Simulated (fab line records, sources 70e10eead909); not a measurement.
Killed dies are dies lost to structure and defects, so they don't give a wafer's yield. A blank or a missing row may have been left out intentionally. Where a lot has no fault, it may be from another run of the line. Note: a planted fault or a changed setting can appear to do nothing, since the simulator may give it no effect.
fab line records	flow nandHarc	part 1 of 2: steps 1 to 4 of 6
record: lots: 23	wafers: 69	lastDay: 33
route steps=1302 shown A_CHANNEL_FILL_D1@509 A_DECK1_JOINT@527 A_CHANNEL_HOLE_D2@587 A_CHANNEL_FILL_D2@614
lots with no fault: from the same line, run without faults
startH: hours from the record's opening day to when the first of the lot's shown wafers began	waitH: hours since the lot's step before	" identical to the entry in the row above	L1.1+2: a row that stands for several wafers	- either no value or no given start	* or withheld: withheld	< > ~ a bound
route shown NAME@n: NAME is a module with steps in the file, n the number in the route of the first one	usual: mean/standard deviation taken from wafers without a fault	same: alike in all rows	chamber/n: place in a boat	sites: each site's reading	_std_site: standard deviation across them	_edge_site: mean of outer sites minus mean of inner sites	radiusMm: how far each site lies from the wafer's centre	mask NAME#n: copy n	behind: the tool/chamber that last shaped the wafer	hold: why the lot was held/for how many hours/how that ended	device: names the non-switching transistor (n, p or np)	end of line: the tests these same wafers got at the end of their route	a step given without rows: its recipe and nothing more	killed: count of dies lost to structure and defects at first sort (not the wafer's yield)	map: a wafer's dies, marking killed ones x, the rest . and places with no die _
set.NAME: the setting as run; set.NAME@STEP: as run at that earlier step	model.NAME: the simulator's own value behind a step, which no gauge read
steps of the route over a sample of lots; a table a step, a row a wafer
services: the hour from which a tool's chamber was out of use, counted from the record's first day as startH (under 0 if before that day), plus the number of hours and why
== steps ==
step: NHARC_A_CHANNEL_FILL_D1_STRIP_29
recipe: timeS: 20	o2FlowSccm: 500	arFlowSccm: 0	biasW: 0	chemistry: O2
usual: drypumpMotorCurrentA: 5.9/0.35	oesProductAu: 1.002/0.012	rfVppV: 57.7/0.77	showerheadPlenumPTorr: 3.52/0.15	throttleValvePct: 17.035/0.0094
lot.wafer	tool	chamber	startH	waitH	drypumpMotorCurrentA	oesProductAu	rfHoursCounterH	rfVppV	showerheadPlenumPTorr	throttleValvePct
L075.3	rieDiel-01	2	-	-	6.6	0.997	0.8	58.9	3.32	17.027
L075.2	"	3	"	"	6.2	0.997	0.9	56.7	3.44	17.043
L075.5	"	3	"	"	6.3	0.997	-	57.7	3.44	17.032
L074.2	rieDiel-01	1	-	-	5.4	1.014	0.9	57.8	3.75	17.024
L074.4	"	2	"	"	6.6	0.999	1.3	56.8	3.32	17.040
L074.3	"	0	"	"	6.0	0.998	1.1	57.8	3.68	17.035
L076.1	rieDiel-01	0	-	-	6.0	0.993	2.0	58.3	3.68	17.044
L076.6	"	1	"	"	5.4	1.026	-	59.7	3.75	17.023
L076.5	"	2	"	"	6.6	1.008	-	57.7	3.31	17.047
L078.4	rieDiel-08	1	-	-	5.9	1.015	3.7	57.5	3.46	17.038
L078.2	"	2	"	"	5.8	1.006	3.9	56.9	3.58	17.033
L078.5	"	0	"	"	5.7	0.995	-	57.9	3.64	17.046
L077.1	rieDiel-01	1	-	-	5.4	1.020	3.2	57.7	3.75	17.037
L077.5	"	1	"	"	5.4	1.023	-	59.1	3.75	17.031
L077.6	"	2	"	"	6.6	0.998	-	57.3	3.31	17.047
L079.2	rieDiel-10	3	-	-	5.9	1.005	1.3	58.1	3.64	17.040
L079.4	"	0	"	"	5.9	1.006	1.1	57.5	3.58	17.015
L079.5	"	3	"	"	5.9	0.993	-	56.2	3.64	17.058
L080.3	rieDiel-08	3	-	-	5.7	0.983	3.3	57.0	3.32	17.038
L080.4	"	0	"	"	5.7	0.990	3.4	57.5	3.64	17.026
L080.6	"	3	"	"	5.7	0.984	-	57.9	3.32	17.028
L081.4	rieDiel-01	1	-	-	5.4	1.018	4.5	57.5	3.75	17.021
L081.5	"	1	"	"	5.4	1.011	-	57.0	3.75	17.037
L081.6	"	2	"	"	6.6	1.000	-	57.9	3.31	17.032
L083.1	rieDiel-10	3	-	-	5.9	0.993	2.4	57.3	3.64	17.017
L083.2	"	0	"	"	5.9	1.009	2.2	57.0	3.58	17.038
L083.6	"	3	"	"	5.9	1.001	-	58.5	3.64	17.032
L084.2	rieDiel-08	1	-	-	6.0	1.029	6.6	57.9	3.46	17.039
L084.4	"	2	"	"	5.8	1.016	7.5	58.6	3.58	17.039
L084.3	"	0	"	"	5.7	0.990	5.6	56.8	3.64	17.046
L086.1	rieDiel-08	1	-	-	6.0	1.019	6.7	57.9	3.46	17.029
L086.2	"	3	"	"	5.7	1.008	6.4	56.6	3.32	17.036
L086.5	"	2	"	"	5.9	1.019	-	58.1	3.58	17.044
L085.1	rieDiel-01	1	348.36	0.2	5.4	1.019	7.2	58.6	3.75	17.047
L085.4	"	2	"	"	6.6	1.015	-	57.1	3.31	17.041
L085.5	"	1	"	"	5.4	1.005	-	59.4	3.75	17.041
L087.3	rieDiel-10	3	-	-	5.9	1.016	4.3	57.5	3.64	17.040
L087.1	"	0	"	"	5.9	1.018	4.0	56.1	3.58	17.037
L087.2	"	1	"	"	5.4	1.002	4.0	57.6	3.31	17.036
L088.4	rieDiel-08	0	-	-	5.7	0.988	1.4	57.0	3.64	17.051
L088.3	"	1	"	"	6.0	1.008	1.4	56.6	3.46	17.034
L088.1	"	2	"	"	5.8	1.006	0.7	58.5	3.58	17.035
L090.3	rieDiel-08	3	-	-	5.7	0.997	1.6	58.0	3.32	17.030
L090.4	"	0	"	"	5.7	0.980	2.0	56.5	3.64	17.056
L090.1	"	1	"	"	6.0	1.003	2.0	57.5	3.46	17.038
L089.1	rieDiel-01	0	-	-	6.0	1.001	0.1	57.7	3.67	17.036
L089.2	"	1	"	"	5.4	1.009	0.1	57.6	3.75	17.053
L089.3	"	2	"	"	6.6	0.997	0.0	57.3	3.31	17.036
L092.1	rieDiel-08	2	-	-	5.8	0.994	2.0	57.1	3.58	17.026
L092.4	"	3	"	"	5.7	0.994	1.9	56.0	3.32	17.015
L092.2	"	1	"	"	5.9	1.002	2.3	57.4	3.46	17.029
L091.1	rieDiel-01	0	-	-	6.0	0.992	1.1	59.0	3.67	17.027
L091.3	"	2	"	"	6.6	0.995	1.1	56.7	3.31	17.040
L091.5	"	3	"	"	6.2	1.021	-	57.0	3.43	17.025
L093.1	rieDiel-08	0	-	-	5.7	0.975	2.4	58.5	3.64	17.051
L093.3	"	2	"	"	5.8	0.996	2.1	57.8	3.58	17.034
L093.5	"	1	"	"	6.0	1.002	-	57.5	3.46	17.036
L094.1	rieDiel-08	2	445.54	0.1	5.8	1.003	2.7	58.8	3.58	17.036
L094.4	"	2	"	"	5.8	0.996	-	57.5	3.58	17.046
L094.5	"	3	"	"	5.6	0.997	-	57.3	3.32	17.038
L095.4	rieDiel-01	1	-	-	5.4	1.014	2.6	57.9	3.75	17.006
L095.1	"	3	"	"	6.2	1.014	3.4	57.6	3.43	17.029
L095.3	"	0	"	"	6.0	0.999	3.2	58.1	3.67	17.051
L096.1	rieDiel-08	3	-	-	5.7	0.993	5.4	58.1	3.32	17.035
L096.3	"	1	"	"	6.0	0.996	5.8	57.4	3.46	17.024
L096.2	"	2	"	"	5.8	1.005	3.0	56.9	3.58	17.034
L097.1	rieDiel-10	0	-	-	5.9	0.998	2.9	57.6	3.58	17.033
L097.5	"	2	"	"	5.5	1.010	-	57.2	3.47	17.023
L097.6	"	3	"	"	5.9	1.005	-	57.8	3.63	17.028
step: NHARC_A_DECK1_JOINT_CMP_13
recipe: targetThkNm: 51.023
usual: motorCurrentA: 12.1/1	timeToEndpointS: 9.5/2.6
lot.wafer	tool	chamber	startH	waitH	motorCurrentA	timeToEndpointS
L075.2	cmp-04	2	249.99	0.4	11.9	14.2
L075.3	"	3	"	"	11.0	7.3
L075.5	"	2	"	"	12.4	13.2
L074.4	cmp-03	3	258.21	0.4	14.0	6.1
L074.2	"	0	"	"	13.2	9.2
L074.3	"	1	"	"	10.8	7.6
L076.1	cmp-03	0	268.79	0.4	13.4	5.5
L076.6	"	2	"	"	11.7	9.8
L076.5	"	3	"	"	13.4	8.1
L077.1	cmp-03	1	289.07	0.4	10.6	7.6
L077.6	"	3	"	"	13.2	7.4
L077.5	"	0	"	"	13.5	9.8
L078.4	cmp-01	0	289.07	0.4	11.6	9.0
L078.2	"	1	"	"	14.0	10.9
L078.5	"	3	"	"	11.2	3.6
L079.2	cmp-01	1	299.15	0.4	13.7	11.0
L079.4	"	2	"	"	12.8	6.5
L079.5	"	0	"	"	12.0	7.8
L080.3	cmp-03	1	299.17	0.4	10.7	10.0
L080.4	"	2	"	"	11.4	8.2
L080.6	"	0	"	"	13.0	10.7
L081.4	cmp-03	1	325.04	0.4	11.0	10.0
L081.5	"	3	"	"	13.2	7.8
L081.6	"	0	"	"	12.2	8.7
L083.1	cmp-01	0	344.68	0.4	11.3	9.4
L083.2	"	2	"	"	12.2	9.4
L083.6	"	3	"	"	11.2	7.3
L084.2	cmp-04	0	355.76	0.4	12.6	11.9
L084.3	"	1	"	"	11.5	10.7
L084.4	"	3	"	"	10.5	4.0
L086.1	cmp-01	0	360.92	0.4	11.2	10.0
L086.2	"	2	"	"	13.0	10.0
L086.5	"	0	"	"	12.3	11.7
L085.4	cmp-01	2	367.38	0.4	12.2	8.7
L085.1	"	3	"	"	11.8	8.9
L085.5	"	1	"	"	13.2	14.9
L087.3	cmp-04	2	373.87	0.4	12.1	14.0
L087.2	"	3	"	"	10.7	5.5
L087.1	"	0	"	"	12.1	12.1
L088.3	cmp-03	1	398.54	0.4	11.1	13.4
L088.4	"	2	"	"	11.9	7.8
L088.1	"	0	"	"	12.9	10.2
L089.3	cmp-01	0	409.33	0.4	11.8	11.3
L089.1	"	1	"	"	14.1	13.2
L089.2	"	3	"	"	11.2	8.1
L090.4	cmp-03	3	409.33	0.4	12.9	13.0
L090.3	"	0	"	"	12.6	12.2
L090.1	"	1	"	"	10.8	14.0
L092.2	cmp-03	0	422.07	0.4	12.9	6.5
L092.4	"	1	"	"	10.9	12.7
L092.1	"	2	"	"	11.3	8.0
L091.1	cmp-01	3	425.84	0.4	11.6	10.7
L091.3	"	2	"	"	11.8	10.8
L091.5	"	0	"	"	11.5	11.8
L093.1	cmp-03	2	429.56	0.4	11.6	9.3
L093.3	"	0	"	"	12.9	5.9
L093.5	"	1	"	"	10.4	9.0
L094.4	cmp-04	0	461.89	0.4	11.7	9.6
L094.1	"	3	"	"	10.5	4.1
L094.5	"	0	"	"	12.4	10.3
L095.3	cmp-01	3	461.89	0.4	10.8	6.8
L095.4	"	1	"	"	13.2	11.2
L095.1	"	2	"	"	12.1	7.8
L096.1	cmp-03	0	470.93	0.4	12.8	6.8
L096.2	"	2	"	"	10.6	8.5
L096.3	"	3	"	"	13.4	8.1
L097.1	cmp-01	1	474.76	0.4	12.9	11.8
L097.5	"	3	"	"	11.2	5.3
L097.6	"	0	"	"	11.5	9.1
step: NHARC_A_CHANNEL_HOLE_D2_ETCH_39
recipe: targetDepthA: 2600	overEtchFrac: 0.3	timeS: 325	ionEnergyEv: 200	n2FlowSccm: 150	h2FlowSccm: 150	arFlowSccm: 0	rfW: 400	biasW: 150	chemistry: N2/H2
usual: drypumpMotorCurrentA: 5.5/0.39	oesProductAu: 1.000/0.013	rfVppV: 430.9/2.2	showerheadPlenumPTorr: 2.06/0.075	throttleValvePct: 14.172/0.009
lot.wafer	tool	chamber	startH	waitH	drypumpMotorCurrentA	oesProductAu	rfHoursCounterH	rfVppV	showerheadPlenumPTorr	throttleValvePct
L075.2	rieDiel-06	0	-	-	5.4	0.999	12	429.5	2.05	14.171
L075.3	"	3	"	"	6.2	0.976	12	428.8	1.99	14.163
L075.5	"	0	"	"	5.4	0.997	-	431.3	2.05	14.169
L074.4	rieDiel-11	3	-	-	5.5	1.016	1	430.7	2.08	14.154
L074.2	"	1	"	"	5.0	1.003	2	430.3	2.00	14.164
L074.3	"	2	"	"	5.4	1.001	2	432.0	2.14	14.192
L076.1	rieDiel-11	0	-	-	5.7	0.994	2	433.9	2.15	14.162
L076.5	"	2	"	"	5.4	1.016	-	433.0	2.14	14.164
L076.6	"	3	"	"	5.4	1.016	-	429.6	2.08	14.178
L078.4	rieDiel-04	0	-	-	6.0	1.005	8	429.5	1.99	14.177
L078.2	"	1	"	"	5.7	1.012	8	427.5	2.00	14.176
L078.5	"	3	"	"	4.9	1.015	-	429.8	2.02	14.171
L077.1	rieDiel-11	0	-	-	5.7	0.991	4	433.9	2.15	14.167
L077.5	"	1	"	"	5.0	1.001	-	429.2	2.00	14.182
L077.6	"	2	"	"	5.4	1.008	-	432.9	2.14	14.183
L079.4	rieDiel-11	1	-	-	5.0	1.002	5	428.4	2.00	14.166
L079.2	"	3	"	"	5.4	0.998	4	431.8	2.08	14.191
L079.5	"	2	"	"	5.4	1.007	-	433.4	2.14	14.171
L080.3	rieDiel-04	1	-	-	5.8	1.005	9	430.0	2.00	14.171
L080.4	"	2	"	"	5.0	0.993	9	433.3	2.10	14.167
L080.6	"	3	"	"	4.9	1.005	-	430.4	2.02	14.157
L081.4	rieDiel-06	3	-	-	6.2	0.985	1	429.5	1.99	14.167
L081.6	"	2	"	"	5.7	0.985	-	427.0	1.91	14.178
L081.5	"	3	"	"	6.2	0.979	-	429.5	1.99	14.164
L083.2	rieDiel-04	0	-	-	6.0	1.003	1	428.1	1.99	14.172
L083.1	"	1	"	"	5.7	1.012	1	427.3	2.00	14.176
L083.6	"	0	"	"	6.0	0.995	-	428.4	1.99	14.170
L084.2	rieDiel-11	1	-	-	5.0	1.025	10	429.7	1.99	14.173
L084.3	"	2	"	"	5.5	1.009	9	431.7	2.14	14.175
L084.4	"	0	"	"	5.7	0.986	9	433.5	2.15	14.182
L086.1	rieDiel-11	1	-	-	5.0	1.020	10	428.3	1.99	14.183
L086.2	"	2	"	"	5.4	0.998	10	434.2	2.14	14.173
L086.5	"	0	"	"	5.7	0.990	-	432.7	2.15	14.187
L085.1	rieDiel-04	3	-	-	4.9	0.989	1	430.2	2.02	14.160
L085.4	"	2	"	"	5.0	0.981	-	431.0	2.10	14.166
L085.5	"	3	"	"	4.9	0.979	-	431.4	2.02	14.185
L087.2	rieDiel-06	0	-	-	5.4	1.027	4	430.2	2.05	14.171
L087.1	"	2	"	"	5.8	0.989	4	429.1	1.91	14.188
L087.3	"	3	"	"	6.2	0.987	3	429.6	1.99	14.161
L088.4	rieDiel-11	1	-	-	5.0	1.018	0	428.2	1.99	14.172
L088.1	"	2	"	"	5.5	0.984	0	434.3	2.14	14.171
L088.3	"	3	"	"	5.4	0.994	0	431.5	2.07	14.186
L090.3	rieDiel-11	3	-	-	5.5	0.994	1	431.2	2.07	14.173
L090.4	"	1	"	"	5.0	1.015	1	428.7	1.99	14.175
L090.1	"	2	"	"	5.5	0.982	1	433.9	2.14	14.185
L089.3	rieDiel-04	1	-	-	5.7	1.012	5	429.1	2.00	14.166
L089.2	"	3	"	"	4.9	1.001	4	430.1	2.02	14.170
L089.1	"	0	"	"	6.0	1.005	3	428.9	1.99	14.175
L092.2	rieDiel-11	0	-	-	5.7	0.985	2	433.4	2.15	14.159
L092.4	"	1	"	"	5.0	1.020	2	428.8	1.99	14.171
L092.1	"	2	"	"	5.5	0.988	2	432.7	2.14	14.170
L091.1	rieDiel-04	3	-	-	4.9	0.994	5	429.1	2.02	14.154
L091.3	"	0	"	"	6.0	0.996	4	429.2	1.99	14.176
L091.5	"	0	"	"	6.0	1.000	-	429.6	1.99	14.176
L093.3	rieDiel-06	2	-	-	5.7	0.995	7	426.8	1.91	14.178
L093.1	"	3	"	"	6.2	0.984	6	429.2	1.99	14.175
L093.5	"	3	"	"	6.2	0.988	-	429.9	1.99	14.154
L095.3	rieDiel-06	2	-	-	5.7	0.996	0	426.8	1.91	14.178
L095.1	"	3	"	"	6.2	0.982	0	429.0	1.99	14.157
L095.4	"	3	"	"	6.2	0.991	-	429.9	1.99	14.156
L094.1	rieDiel-04	3	-	-	4.9	0.996	7	428.9	2.02	14.168
L094.5	"	3	"	"	4.9	0.998	-	431.8	2.02	14.177
L094.4	"	1	"	"	5.8	1.012	-	429.7	2.00	14.181
L097.1	rieDiel-11	0	-	-	5.7	0.988	5	435.0	2.14	14.174
L097.5	"	0	"	"	5.7	0.984	-	433.7	2.14	14.166
L097.6	"	1	"	"	5.0	1.020	-	429.7	1.99	14.164
L096.1	rieDiel-04	1	-	-	5.8	1.017	9	428.8	2.00	14.182
L096.2	"	2	"	"	5.0	0.999	7	431.4	2.10	14.178
L096.3	"	0	"	"	6.0	0.992	6	428.1	1.99	14.164
step: NHARC_A_CHANNEL_HOLE_D2_ETCH_26
recipe: biasV: 300	sourceW: 2000	pressureMtorr: 30	timeS: 224.1	arFlowSccm: 375	c4f8FlowSccm: 11.4	o2FlowSccm: 113.6	tempC: -20	targetDepthA: 3000	chemistry: C4F8/O2/Ar
usual: c4f8FlowSccm: 11.39/0.035	drypumpMotorCurrentA: 5.7/0.48	showerheadPlenumPTorr: 3.713/0.027	throttleValvePct: 24.583/0.01
lot.wafer	tool	chamber	startH	waitH	c4f8FlowSccm	drypumpMotorCurrentA	rfHoursCounterH	showerheadPlenumPTorr	throttleValvePct
L075.2	harEtch-01	0	304.09	0.6	11.38	5.6	156	3.743	24.589
L075.3	"	1	"	"	11.33	5.7	-	3.743	24.583
L075.5	"	0	"	"	11.36	5.7	-	3.743	24.587
L074.2	harEtch-01	1	308.23	0.7	11.38	5.7	160	3.741	24.596
L074.4	"	1	"	"	11.41	5.7	-	3.741	24.572
L074.3	"	0	"	"	11.39	5.6	-	3.740	24.597
L076.1	harEtch-01	0	313.51	0.6	11.38	5.7	164	3.739	24.604
L076.5	"	1	"	"	11.41	5.7	-	3.739	24.622
L076.6	"	0	"	"	11.38	5.6	-	3.739	24.571
L078.2	harEtch-01	1	340.95	0.7	11.32	5.7	172	3.734	24.575
L078.4	"	0	"	"	11.38	5.7	-	3.734	24.580
L078.5	"	0	"	"	11.42	5.7	-	3.734	24.593
L077.1	harEtch-02	1	343.18	0.6	11.42	4.8	389	3.726	24.573
L077.5	"	0	"	"	11.40	6.4	-	3.771	24.592
L077.6	"	1	"	"	11.37	4.8	-	3.725	24.583
L079.2	harEtch-01	0	349.29	0.7	11.37	5.6	180	3.730	24.568
L079.4	"	1	"	"	11.41	5.7	-	3.729	24.601
L079.5	"	1	"	"	11.39	5.7	-	3.729	24.576
L080.3	harEtch-02	0	351.56	0.5	11.38	6.4	-	3.767	24.582
L080.4	"	1	"	"	11.40	4.8	-	3.721	24.579
L080.6	"	0	"	"	11.44	6.4	-	3.767	24.596
L081.4	harEtch-02	0	366.74	0.4	11.46	6.4	-	3.760	24.591
L081.5	"	1	"	"	11.34	4.8	-	3.714	24.590
L081.6	"	0	"	"	11.41	6.4	-	3.760	24.579
L083.1	harEtch-02	0	405.72	0.7	11.37	6.4	11	3.751	24.595
L083.2	"	1	"	"	11.41	4.8	11	3.705	24.596
L083.6	"	0	"	"	11.39	6.4	-	3.751	24.585
L084.2	harEtch-01	0	407.47	0.6	11.40	5.6	214	3.710	24.580
L084.3	"	1	"	"	11.38	5.7	-	3.710	24.580
L084.4	"	0	"	"	11.40	5.7	-	3.710	24.597
L086.2	harEtch-01	1	411.59	0.7	11.39	5.7	218	3.708	24.594
L086.1	"	0	"	"	11.40	5.7	218	3.708	24.585
L086.5	"	0	"	"	11.36	5.6	-	3.708	24.581
L085.1	harEtch-01	0	415.78	0.6	11.38	5.7	222	3.706	24.578
L085.4	"	0	"	"	11.42	5.6	-	3.705	24.592
L085.5	"	0	"	"	11.43	5.7	-	3.706	24.585
L087.1	harEtch-02	1	423.06	0.7	11.42	4.8	23	3.699	24.587
L087.2	"	0	"	"	11.37	6.4	23	3.745	24.580
L087.3	"	0	"	"	11.36	6.4	-	3.744	24.595
L088.1	harEtch-02	1	447.16	0.7	11.42	4.8	38	3.690	24.589
L088.3	"	1	"	"	11.45	4.8	-	3.690	24.575
L088.4	"	0	"	"	11.40	6.4	-	3.735	24.581
L090.1	harEtch-02	1	453.60	0.6	11.39	4.8	42	3.688	24.589
L090.4	"	0	"	"	11.39	6.4	-	3.734	24.591
L090.3	"	1	"	"	11.41	4.8	-	3.688	24.572
L089.1	harEtch-01	0	455.11	0.7	11.36	5.6	244	3.693	24.598
L089.2	"	1	"	"	11.36	5.7	244	3.693	24.578
L089.3	"	1	"	"	11.37	5.7	-	3.692	24.579
L092.1	harEtch-01	0	471.73	0.7	11.38	5.6	252	3.688	24.558
L092.2	"	1	"	"	11.38	5.7	252	3.688	24.570
L092.4	"	0	"	"	11.30	5.6	-	3.688	24.561
L091.1	harEtch-01	0	475.94	0.6	11.38	5.6	256	3.686	24.593
L091.3	"	0	"	"	11.29	5.6	-	3.686	24.594
L091.5	"	1	"	"	11.39	5.7	-	3.686	24.579
L093.1	harEtch-01	0	480.05	0.7	11.40	5.6	260	3.684	24.587
L093.3	"	1	"	"	11.41	5.7	-	3.684	24.587
L093.5	"	1	"	"	11.41	5.7	-	3.684	24.586
L095.1	harEtch-01	0	504.86	0.6	11.40	5.7	268	3.680	24.577
L095.3	"	1	"	"	11.39	5.7	-	3.679	24.595
L095.4	"	0	"	"	11.40	5.6	-	3.679	24.584
L094.1	harEtch-02	1	504.92	0.6	11.38	4.8	68	3.673	24.584
L094.4	"	1	"	"	11.37	4.8	-	3.673	24.576
L094.5	"	1	"	"	11.43	4.8	-	3.673	24.601
L097.1	harEtch-01	1	523.59	0.6	11.39	5.7	283	3.671	24.597
L097.5	"	0	"	"	11.40	5.6	-	3.670	24.568
L097.6	"	1	"	"	11.37	5.7	-	3.671	24.584
L096.1	harEtch-02	1	524.37	0.7	11.41	4.8	84	3.664	24.591
L096.2	"	0	"	"	11.41	6.4	84	3.710	24.582
L096.3	"	0	"	"	11.45	6.4	-	3.710	24.586
